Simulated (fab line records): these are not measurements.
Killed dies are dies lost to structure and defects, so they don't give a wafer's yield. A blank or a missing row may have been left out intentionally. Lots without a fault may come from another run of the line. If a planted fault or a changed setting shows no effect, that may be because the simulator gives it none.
fab line records    flow n5_finfet
[record] lots = 6  wafers = 18  last_day = 18
route steps=1938 shown BEOL_M8@1338
lots untouched by any fault: they come from a run of this same line in which no faults occurred
start_h: start of the lot's first displayed wafer, in hours after the record's first day    wait_h: how many hours have passed since the lot's step before this one    " repeats the value in the row above    L1.1+2: a single row standing in for several wafers    - value missing, or start not given    * or withheld: withheld    < > ~ a bound
route shown NAME@n: names a module that has steps shown in the file, with the first one's number in the route    usual: mean/standard deviation taken from wafers without a fault    same: alike in all rows    chamber/n: place in a boat    sites: the reading at each site    _std_site: standard deviation of those values    _edge_site: inner sites' mean taken away from outer sites' mean    radius_mm: how far each site lies from the wafer's centre    mask NAME#n: copy n    behind: tool/chamber where the wafer was last shaped    hold: the reason the lot was held/the length of the hold in hours/how it ended    device: transistor that didn't switch, given as n, p or np    end of line: the tests these same wafers got at the end of their route    step lacking rows: just its recipe    killed: dies lost to structure and defects at the first sort, not the wafer's yield    map: the dies of a wafer, with x for killed, . for not killed, _ for no die there
set.NAME: the run value of the setting; set.NAME@STEP: its run value at that earlier step    model.NAME: the simulator's own value behind a step, which no gauge read
a table for each step, a row for each wafer; lots at some steps of the route
services: from which hour (start_h, from the record's first day; less than 0 if before it) a tool's chamber was out of use, for how many hours, and why
[[steps]]
[step N5_BEOL_M8_COAT_60]
[recipe] resist = SiARC  temp_c = 220  time_s = 60  spin_rpm = 1500  resist_thk_nm = 35
[step N5_BEOL_M8_COAT_05]
[recipe] resist = CAR-ArF  spin_rpm = 1500  resist_thk_nm = 90
[step N5_BEOL_M8_EBR_07]
[recipe] solvent = PGMEA  ebr_width_mm = 1.5
[step N5_BEOL_M8_SOFTBAKE_06]
[recipe] temp_c = 110  time_s = 60  resist = CAR-ArF
[step N5_BEOL_M8_EXPOSE_08]
[recipe] mask_id = M8  na = 1.35  source_shape = dipole  sigma_inner = 0.817  sigma_outer = 0.97  polarization = te  dose_mj = 68.25
[step N5_BEOL_M8_PEB_09]
[recipe] peb_temp_c = withheld  peb_time_s = 60  resist = CAR-ArF
[step N5_BEOL_M8_DEVELOP_10]
[recipe] develop_time_s = 30  developer = TMAH  resist = CAR-ArF  rinse_liquid = diw  dry = air_spin  dev_temp_c = 23
[step N5_BEOL_M8_CD_MEAS_11]
[recipe] target_cd_nm = 38.5  landing_energy_ev = 500  detector = se_inlens  polarity = opening
[usual] cd_nm = 38.5/0.4
lot.wafer  tool       chamber  start_h  wait_h  cd_nm
L370.1     cd_sem-01  0        250.37   -       38.1
L370.3     "          0        "        "       38.7
L370.6     "          0        "        "       38.7
L371.2     cd_sem-01  0        261.72   -       38.1
L371.3     "          0        "        "       38.1
L371.4     "          0        "        "       38.4
L377.1     cd_sem-03  0        303.47   -       38.8
L377.5     "          0        "        "       38.2
L377.6     "          0        "        "       38.2
L380.3     cd_sem-01  0        307.40   -       38.3
L380.4     "          0        "        "       38.7
L380.6     "          0        "        "       38.7
L382.2     cd_sem-03  0        337.79   -       38.3
L382.4     "          0        "        "       38.5
L382.6     "          0        "        "       39.1
L383.2     cd_sem-01  0        341.42   -       38.4
L383.4     "          0        "        "       38.7
L383.6     "          0        "        "       38.3
[step N5_BEOL_M8_OVL_MEAS_12]
[recipe] points_per_wafer = 44
[usual] M8_OVL = -0.7/0.69
lot.wafer  tool        chamber  start_h  wait_h  M8_OVL[nm]
L370.1     overlay-02  0        250.40   0.0     0.3
L370.3     "           0        "        "       -0.9
L370.6     "           0        "        "       -1.1
L371.2     overlay-01  0        261.75   0.0     -0.4
L371.3     "           0        "        "       0.2
L371.4     "           0        "        "       0.9
L377.1     overlay-01  0        303.50   0.0     -1.1
L377.5     "           0        "        "       -1.1
L377.6     "           0        "        "       -1.9
L380.3     overlay-02  0        307.43   0.0     -1.9
L380.4     "           0        "        "       -1.7
L380.6     "           0        "        "       -0.4
L382.2     overlay-01  0        337.81   0.0     -1.4
L382.4     "           0        "        "       -0.1
L382.6     "           0        "        "       0.2
L383.2     overlay-02  0        341.45   0.0     -1.0
L383.4     "           0        "        "       -0.6
L383.6     "           0        "        "       -0.7
[step N5_BEOL_M8_INSPECT_13]
[recipe] mode = adi  inspect_instrument = brightfield
[usual] raw_defect_count = 385/89
lot.wafer  tool               chamber  start_h  wait_h  raw_defect_count
L370.1     defect_inspect-01  -        250.43   0.0     408
L370.3     "                  -        "        "       398
L370.6     "                  -        "        "       319
L371.2     defect_inspect-02  -        261.77   0.0     307
L371.3     "                  -        "        "       275
L371.4     "                  -        "        "       541
L377.1     defect_inspect-01  -        303.53   0.0     476
L377.5     "                  -        "        "       321
L377.6     "                  -        "        "       258
L380.3     defect_inspect-02  -        307.45   0.0     807
L380.4     "                  -        "        "       741
L380.6     "                  -        "        "       541
L382.2     defect_inspect-02  -        337.84   0.0     519
L382.4     "                  -        "        "       376
L382.6     "                  -        "        "       426
L383.2     defect_inspect-01  -        341.47   0.0     430
L383.4     "                  -        "        "       290
L383.6     "                  -        "        "       434
[step N5_BEOL_M8_DESCUM_16]
[recipe] chemistry = O2  time_s = 7.9  source_power_w = 50  bias_power_w = 20  pressure_mtorr = 20  rf_frequency_hz = 2.712e+07  temp_c = 40  resist = CAR-ArF  o2_flow_sccm = 225
[usual] drypump_motor_current_A = 6.0/0.39  oes_product_au = 0.83/0.087  rf_vpp_V = 243.0/1.3  showerhead_plenum_p_Torr = 2.09/0.063  throttle_valve_pct = 20.42/0.25
lot.wafer  tool         chamber  start_h  wait_h  drypump_motor_current_A  oes_product_au  rf_hours_counter_h  rf_vpp_V  showerhead_plenum_p_Torr  throttle_valve_pct
L370.1     rie_diel-04  0        250.84   0.4     5.4                      0.93            24                  244.5     2.14                      20.16
L370.3     "            3        "        "       6.4                      0.90            16                  245.1     2.24                      20.54
L370.6     "            2        "        "       5.3                      0.90            -                   242.8     2.03                      19.98
L371.2     rie_diel-04  1        261.80   0.0     6.0                      0.68            222                 243.7     2.07                      20.49
L371.3     "            2        "        "       5.4                      0.89            33                  242.6     2.03                      19.98
L371.4     "            3        "        "       6.3                      0.91            21                  244.6     2.24                      20.56
L377.1     rie_diel-03  0        303.73   0.2     5.7                      0.80            117                 242.1     2.10                      20.68
L377.5     "            2        "        "       5.5                      0.96            -                   242.7     2.13                      20.62
L377.6     "            1        "        "       6.5                      0.85            -                   242.5     2.04                      20.67
L380.3     rie_diel-03  1        307.49   0.0     6.5                      0.84            61                  241.7     2.03                      20.67
L380.4     "            2        "        "       5.5                      0.92            12                  243.2     2.13                      20.65
L380.6     "            0        "        "       5.7                      0.80            -                   243.3     2.10                      20.71
L382.2     rie_diel-04  1        338.37   0.5     6.1                      0.66            247                 242.7     2.06                      20.56
L382.4     "            0        "        "       5.4                      0.87            55                  244.2     2.13                      20.20
L382.6     "            3        "        "       6.3                      0.85            -                   244.8     2.23                      20.59
L383.2     rie_diel-03  2        341.77   0.3     5.4                      0.91            24                  243.7     2.13                      20.62
L383.4     "            0        "        "       5.8                      0.78            134                 243.9     2.09                      20.73
L383.6     "            2        "        "       5.5                      0.90            -                   243.7     2.13                      20.64
[step N5_BEOL_M8_ETCH_61]
[recipe] chemistry = CF4  target = SiARC  target_depth_a = 455  mask_material = CAR-ArF  time_s = 75.8  ion_energy_ev = 80  pressure_mtorr = 40  source_w = 545  bias_w = 36  Ar_flow_sccm = 100  cf4_flow_sccm = 100  ends = cleared
[usual] drypump_motor_current_A = 6.0/0.39  etch_rf_on_time_s = 75.6/0.95  oes_product_au = 0.71/0.075  rf_fwd_power_W = 539.7/2.8  rf_vpp_V = 184.1/1  showerhead_plenum_p_Torr = 2.14/0.059  throttle_valve_pct = 15.59/0.24
lot.wafer  tool         chamber  start_h  wait_h  drypump_motor_current_A  etch_rf_on_time_s  oes_product_au  rf_fwd_power_W  rf_hours_counter_h  rf_vpp_V  showerhead_plenum_p_Torr  throttle_valve_pct
L370.1     rie_diel-04  0        250.87   0.0     5.4                      75.5               0.79            538.0           24                  183.7     2.18                      15.24
L370.3     "            3        "        "       6.3                      75.3               0.77            540.8           16                  185.8     2.27                      15.60
L370.6     "            2        "        "       5.3                      75.8               0.77            540.0           -                   182.1     2.10                      15.25
L371.2     rie_diel-04  1        261.84   0.0     6.0                      75.8               0.58            545.3           222                 184.7     2.12                      15.71
L371.3     "            2        "        "       5.3                      74.9               0.77            540.3           33                  184.2     2.10                      15.27
L371.4     "            3        "        "       6.3                      74.4               0.78            540.9           21                  185.4     2.27                      15.60
L377.1     rie_diel-03  0        303.77   0.0     5.7                      75.6               0.68            542.4           117                 184.3     2.16                      15.89
L377.5     "            2        "        "       5.5                      76.0               0.80            543.0           -                   185.2     2.19                      15.76
L377.6     "            1        "        "       6.5                      76.3               0.71            536.3           -                   185.3     2.09                      15.77
L380.3     rie_diel-03  1        307.52   0.0     6.5                      76.3               0.72            540.8           61                  184.0     2.09                      15.77
L380.4     "            2        "        "       5.5                      75.8               0.79            543.5           12                  184.7     2.19                      15.78
L380.6     "            0        "        "       5.7                      75.1               0.67            538.2           -                   185.2     2.16                      15.90
L382.2     rie_diel-04  1        338.40   0.0     6.0                      75.4               0.56            544.7           247                 184.1     2.11                      15.76
L382.4     "            0        "        "       5.4                      73.8               0.75            539.2           55                  184.5     2.17                      15.32
L382.6     "            3        "        "       6.3                      74.0               0.73            538.4           -                   185.6     2.26                      15.66
L383.2     rie_diel-03  2        341.81   0.0     5.5                      75.4               0.77            541.2           24                  183.8     2.19                      15.79
L383.4     "            0        "        "       5.8                      74.8               0.67            543.8           134                 182.7     2.15                      15.93
L383.6     "            2        "        "       5.4                      75.6               0.77            544.2           -                   183.2     2.19                      15.80
[step N5_BEOL_M8_ETCH_62]
[recipe] chemistry = N2/H2  target = SOC  target_depth_a = 1100  overetch_a = 220  mask_material = SiARC  temp_c = 40  time_s = 165  ion_energy_ev = 200  pressure_mtorr = 30  source_w = 840  bias_w = 150  n2_flow_sccm = 200  h2_flow_sccm = 200
[usual] drypump_motor_current_A = 6.0/0.39  oes_product_au = 0.70/0.072  rf_fwd_power_W = 837.4/2.8  rf_vpp_V = 523.8/2.1  showerhead_plenum_p_Torr = 2.54/0.074  throttle_valve_pct = 17.83/0.25
lot.wafer  tool         chamber  start_h  wait_h  drypump_motor_current_A  oes_product_au  rf_fwd_power_W  rf_hours_counter_h  rf_vpp_V  showerhead_plenum_p_Torr  throttle_valve_pct  model.SiARC_of_BEOL_M8_COAT_60.thk_nm  model.BEOL_M8.cd_offset_nm
L370.1     rie_diel-04  0        250.93   0.0     5.4                      0.77            1044.4          24                  489.9     2.61                      17.54               27.2                                   0.6
L370.3     "            3        "        "       6.3                      0.78            1040.0          17                  491.1     2.71                      17.82               27.4                                   1
L370.6     "            2        "        "       5.4                      0.76            1040.3          -                   485.4     2.48                      17.37               27.6                                   1.2
L371.2     rie_diel-04  1        261.90   0.0     6.0                      0.58            1038.8          222                 487.2     2.52                      17.94               27.8                                   0.6
L371.3     "            2        "        "       5.4                      0.75            1037.6          33                  487.0     2.47                      17.39               27.8                                   0.8
L371.4     "            3        "        "       6.4                      0.76            1040.5          21                  491.1     2.70                      17.83               27.6                                   0.8
L377.1     rie_diel-03  0        303.82   0.0     5.7                      0.67            838.9           117                 524.1     2.56                      18.16               28.6                                   0.2
L377.5     "            2        "        "       5.5                      0.79            837.5           -                   526.4     2.60                      18.06               28.4                                   -0.2
L377.6     "            1        "        "       6.5                      0.71            838.5           -                   521.5     2.48                      18.02               28.4                                   -0.4
L380.3     rie_diel-03  1        307.58   0.0     6.5                      0.71            837.0           61                  522.8     2.48                      18.03               28.4                                   -0.4
L380.4     "            2        "        "       5.5                      0.79            835.6           12                  526.1     2.60                      18.06               28.4                                   0
L380.6     "            0        "        "       5.8                      0.67            839.1           -                   523.8     2.55                      18.15               28.4                                   0.2
L382.2     rie_diel-04  1        338.46   0.0     6.0                      0.56            839.3           247                 521.4     2.51                      17.99               28.4                                   0.2
L382.4     "            0        "        "       5.4                      0.72            841.2           55                  525.7     2.59                      17.62               28                                     0.2
L382.6     "            3        "        "       6.4                      0.72            839.7           -                   527.4     2.69                      17.86               28.4                                   0.2
L383.2     rie_diel-03  2        341.86   0.0     5.5                      0.76            840.1           24                  524.8     2.60                      18.08               28                                     0
L383.4     "            0        "        "       5.8                      0.66            839.2           134                 525.0     2.55                      18.18               28.2                                   0.2
L383.6     "            2        "        "       5.5                      0.77            839.4           -                   524.1     2.60                      18.09               28                                     -0.2
[step N5_BEOL_M8_STRIP_68]
[recipe] chemistry = N2/H2  temp_c = 40  n2_flow_sccm = 200  h2_flow_sccm = 200  rf_frequency_hz = 6e+07
[step N5_BEOL_M8_STRIP_67]
[recipe] chemistry = CF4  resist = SiARC  power_w = 300  bias_power_w = 75  pressure_mtorr = 50  cf4_flow_sccm = 150  rf_frequency_hz = 6e+07
[usual] drypump_motor_current_A = 6.0/0.39  oes_product_au = 0.82/0.084  rf_vpp_V = 271.1/1.4  showerhead_plenum_p_Torr = 1.79/0.05  throttle_valve_pct = 13.55/0.25
lot.wafer  tool         chamber  start_h  wait_h  drypump_motor_current_A  oes_product_au  rf_hours_counter_h  rf_vpp_V  showerhead_plenum_p_Torr  throttle_valve_pct
L370.1     rie_diel-04  0        251.08   0.0     5.4                      0.91            24                  272.5     1.82                      13.16
L370.3     "            3        "        "       6.4                      0.91            17                  273.9     1.90                      13.54
L370.6     "            2        "        "       5.3                      0.90            -                   271.5     1.76                      13.22
L371.2     rie_diel-04  1        262.04   0.0     6.0                      0.67            222                 269.6     1.78                      13.74
L371.3     "            2        "        "       5.4                      0.89            34                  270.6     1.76                      13.23
L371.4     "            3        "        "       6.3                      0.90            21                  273.5     1.90                      13.52
L377.1     rie_diel-03  0        303.97   0.0     5.7                      0.79            118                 270.2     1.81                      13.86
L377.5     "            2        "        "       5.4                      0.93            -                   271.0     1.84                      13.68
L377.6     "            1        "        "       6.5                      0.83            -                   270.1     1.75                      13.70
L380.3     rie_diel-03  1        307.72   0.0     6.5                      0.83            61                  272.2     1.75                      13.73
L380.4     "            2        "        "       5.5                      0.93            12                  272.2     1.84                      13.67
L380.6     "            0        "        "       5.8                      0.80            -                   271.8     1.81                      13.87
L382.2     rie_diel-04  1        338.60   0.0     6.0                      0.66            247                 270.3     1.77                      13.79
L382.4     "            0        "        "       5.4                      0.86            55                  270.6     1.82                      13.27
L382.6     "            3        "        "       6.3                      0.86            -                   273.4     1.89                      13.59
L383.2     rie_diel-03  2        342.01   0.0     5.5                      0.91            24                  271.4     1.83                      13.72
L383.4     "            0        "        "       5.7                      0.78            134                 271.8     1.81                      13.91
L383.6     "            2        "        "       5.5                      0.91            -                   272.9     1.83                      13.70
[step N5_BEOL_M8_HM_OPEN_17]
[recipe] chemistry = Cl2/BCl3  target_depth_a = 200  overetch_a = 60  target = TiN  mask_material = SOC  ion_energy_ev = 150  pressure_mtorr = 10  icp_w = 1000  bias_w = 126  Cl2_flow_sccm = 53.25  bcl3_flow_sccm = 21.75  Ar_flow_sccm = 25
[usual] drypump_motor_current_A = 5.6/0.45  oes_product_au = 0.68/0.062  throttle_valve_pct = 22.23/0.23
lot.wafer  tool          chamber  start_h  wait_h  drypump_motor_current_A  oes_product_au  rf_hours_counter_h  throttle_valve_pct  model.BEOL_M8.cd_offset_nm
L370.1     rie_metal-03  1        251.12   0.0     6.0                      0.70            29                  22.51               0.6
L370.3     "             1        "        "       6.0                      0.70            -                   22.49               1.2
L370.6     "             0        "        "       5.5                      0.62            -                   22.31               1.4
L371.2     rie_metal-03  1        262.08   0.0     6.0                      0.69            31                  22.50               0.6
L371.3     "             0        "        "       5.5                      0.63            -                   22.33               0.8
L371.4     "             1        "        "       6.0                      0.70            -                   22.49               0.8
L377.1     rie_metal-01  0        304.01   0.0     5.1                      0.76            11                  22.44               0.2
L377.5     "             0        "        "       5.2                      0.75            -                   22.46               0
L377.6     "             1        "        "       5.7                      0.57            -                   22.40               -0.4
L380.3     rie_metal-01  0        307.79   0.1     5.2                      0.75            -                   22.46               -0.2
L380.4     "             1        "        "       5.7                      0.57            -                   22.40               0.2
L380.6     "             0        "        "       5.2                      0.76            -                   22.45               0.4
L382.2     rie_metal-02  0        338.64   0.0     5.2                      0.69            31                  21.97               0
L382.4     "             0        "        "       5.1                      0.69            -                   21.98               0.2
L382.6     "             0        "        "       5.2                      0.68            -                   21.97               0
L383.2     rie_metal-02  1        342.05   0.0     6.3                      0.67            36                  21.97               0
L383.4     "             0        "        "       5.2                      0.69            -                   21.99               0
L383.6     "             0        "        "       5.2                      0.69            -                   21.96               -0.2
[step N5_BEOL_M8_STRIP_19]
[recipe] chemistry = O2  power_w = 400  temp_c = 40  pressure_mtorr = 30  rf_frequency_hz = 6e+07  bias_power_w = 0  overash_fraction = 0.2  o2_flow_sccm = 225
[usual] drypump_motor_current_A = 6.0/0.39  oes_product_au = 0.82/0.084  rf_vpp_V = 3.7/0.54  showerhead_plenum_p_Torr = 2.09/0.066  throttle_valve_pct = 16.62/0.25
lot.wafer  tool         chamber  start_h  wait_h  drypump_motor_current_A  oes_product_au  rf_hours_counter_h  rf_vpp_V  showerhead_plenum_p_Torr  throttle_valve_pct
L370.1     rie_diel-04  1        251.23   0.1     6.0                      0.67            218                 4.2       2.08                      16.74
L370.3     "            3        "        "       6.3                      0.91            17                  4.0       2.24                      16.71
L370.6     "            1        "        "       6.0                      0.67            -                   3.8       2.08                      16.78
L371.2     rie_diel-03  3        262.19   0.1     6.3                      0.77            141                 3.9       2.10                      16.61
L371.3     "            0        "        "       5.8                      0.81            100                 2.8       2.11                      16.88
L371.4     "            0        "        "       5.7                      0.82            -                   3.8       2.11                      16.89
L377.1     rie_diel-04  2        304.12   0.1     5.3                      0.86            51                  3.5       2.03                      16.28
L377.5     "            0        "        "       5.4                      0.89            -                   2.9       2.14                      16.39
L377.6     "            3        "        "       6.3                      0.88            -                   3.6       2.23                      16.76
L380.3     rie_diel-04  2        307.90   0.1     5.3                      0.86            52                  3.2       2.03                      16.28
L380.4     "            3        "        "       6.4                      0.87            -                   4.6       2.23                      16.75
L380.6     "            0        "        "       5.4                      0.88            -                   3.7       2.14                      16.42
L382.2     rie_diel-05  2        338.75   0.1     6.3                      0.75            141                 3.7       2.01                      16.51
L382.4     "            0        "        "       6.0                      0.78            126                 3.8       2.02                      16.45
L382.6     "            2        "        "       6.3                      0.74            -                   4.6       2.01                      16.51
L383.2     rie_diel-04  3        342.16   0.1     6.3                      0.85            51                  4.6       2.23                      16.78
L383.4     "            0        "        "       5.4                      0.88            57                  3.5       2.13                      16.40
L383.6     "            2        "        "       5.3                      0.85            -                   4.1       2.03                      16.33
[[services]]
tool          chamber  start_h  hours  kind
rie_diel-03   2        245.19   -      clean
rie_diel-03   2        245.19   -      consumable_replace:focus_ring
rie_diel-03   2        245.19   22.5   scheduled_down
rie_diel-03   2        245.19   22.5   vent_cycle
rie_metal-02  0        258.04   13.5   repair
rie_metal-01  0        262.30   15.0   repair
rie_metal-02  1        266.37   16.0   repair
rie_metal-03  -        271.82   0.6    repair
rie_diel-03   2        282.26   6.2    repair
rie_metal-02  -        290.29   1.9    repair
rie_diel-05   3        297.86   -      clean
rie_diel-05   3        297.86   -      consumable_replace:focus_ring
rie_diel-05   3        297.86   17.7   scheduled_down
rie_diel-05   3        297.86   17.7   vent_cycle
rie_diel-04   1        301.83   9.3    repair
rie_diel-05   0        311.43   10.0   repair
rie_diel-05   1        312.06   1.9    repair
[[key]]
[first_sign] step = N5_BEOL_M8_ETCH_62  reading = rf_fwd_power_W  direction = up  sigmas = 72  usual = *  struck = *
[effect] step = N5_BEOL_M8_ETCH_62  reading = rf_vpp_V  direction = down  sigmas = 17  usual = 523.8  struck = 488.6
[model_effect] step = N5_BEOL_M8_ETCH_62  value = SiARC_of_BEOL_M8_COAT_60.thk_nm  without = 28.43  struck = 27.57
[model_effect] step = N5_BEOL_M8_HM_OPEN_17  value = BEOL_M8.cd_offset_nm  without = 0.1333  struck = 0.9
met_at N5_BEOL_M8_ETCH_62
struck_wafers L370.1,L370.3,L370.6,L371.2,L371.3,L371.4
[fault] kind = process_parameter_drift  tool = rie_diel-04  chamber = -  onset_h = 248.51  steps = N5_BEOL_M8_ETCH_62  channel = source_w  offset = 201.6  shape = step  end_h = 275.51  acts_in = these_recipes_only  stated = 840
